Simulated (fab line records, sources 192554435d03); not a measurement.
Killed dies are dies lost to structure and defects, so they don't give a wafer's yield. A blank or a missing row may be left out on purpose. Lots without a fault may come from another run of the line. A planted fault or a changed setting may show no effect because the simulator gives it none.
Chamber matching | flow n5_finfet | N5_BEOL_M5_CMP_52 on cmp-01: 3 sister chambers
The step polishes, stops on SiCOH lowk, t overpolish 6.9 s, target thk 62 nm. 3 wafers are shown with their chamber, then 5 later ones without.

WAFERS WITH THEIR CHAMBER
wafer  | chamber | time_to_endpoint_s (s)
L083.1 | 1       | 58.8
L083.3 | 3       | 62.8
L088.3 | 2       | 62.2

WAFERS WITHOUT THEIR CHAMBER
wafer  | time_to_endpoint_s (s)
L088.5 | 66.2
L094.2 | 69.5
L094.5 | 64.2
L097.1 | 66.9
L097.6 | 59.9

WHICH CHAMBER EACH WENT THROUGH
wafer  | from the rows above          | in truth
L088.5 | can't be placed: 3 or 2 or 1 | 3
L094.2 | can't be placed: 3 or 2 or 1 | 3
L094.5 | can't be placed: 3 or 2 or 1 | 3
L097.1 | can't be placed: 3 or 2 or 1 | 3
L097.6 | can't be placed: 1 or 2 or 3 | 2
Placed correctly: 0 of 5. Can't be placed from these rows: 5 (the true chamber is among the candidates in 5). Placed wrongly: 0.
How it was worked out, from the rows above alone: a wafer's distance from a chamber is the root of the sum, over the readings, of the square of ((its reading less the chamber's mean) divided by the reading's scatter). The wafer belongs to the nearest chamber; if the next one is less than 2 further off, it can't be placed. A chamber's mean is the mean of its shown wafers. The scatter: with one shown wafer a chamber, the root of the mean of the squares of how far each hidden wafer lies from its nearest shown one.
